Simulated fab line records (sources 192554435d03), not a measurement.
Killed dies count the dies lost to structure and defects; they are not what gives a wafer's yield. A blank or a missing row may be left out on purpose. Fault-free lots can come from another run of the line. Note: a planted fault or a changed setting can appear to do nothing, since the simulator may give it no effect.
Chamber matching	flow n5 finfet	N5_BEOL_M0_TRENCH_ETCH_107 on rie diel-05: 4 sister chambers
The step etches SiOC in C4F6/O2, target depth 32.8 nm, time 16.4 s. 7 wafers are shown with their chamber, then 9 later ones without.

EACH WAFER AND ITS CHAMBER
wafer	chamber	showerhead plenum p Torr (Torr)	throttle valve pct (%)
L083.1	2	2.85	20.76
L083.2	3	2.83	21.19
L083.4	1	2.92	21.06
L087.6	3	2.83	21.21
L086.2	2	2.84	20.79
L086.4	0	2.69	20.82
L086.6	0	2.69	20.82

WAFERS WHOSE CHAMBER IS MISSING
wafer	showerhead plenum p Torr (Torr)	throttle valve pct (%)
L090.2	2.83	21.23
L090.4	2.84	20.79
L090.5	2.69	20.83
L092.1	2.84	20.78
L092.4	2.69	20.83
L092.6	2.83	21.21
L097.1	2.69	20.86
L097.4	2.91	21.12
L097.5	2.91	21.11

THE CHAMBER EACH PASSED THROUGH
wafer	from the rows above	in truth
L090.2	3	3
L090.4	2	2
L090.5	0	0
L092.1	2	2
L092.4	0	0
L092.6	3	3
L097.1	0	0
L097.4	1	1
L097.5	1	1
Correctly placed: 9 of 9. Number that these rows cannot place: 0. Placed wrongly: 0.
How it was worked out, from the rows above alone: a wafer's distance from a chamber is the root of the sum, over the readings, of the square of ((its reading less the chamber's mean) divided by the reading's scatter). If the next closest chamber is less than 2 further off than the closest, the wafer can't be placed; otherwise it belongs to the closest. Each chamber's mean is taken over the wafers shown for it. The scatter: the root of (the sum of the squares of (reading less its chamber's mean) over the shown wafers, divided by (wafers less chambers)).
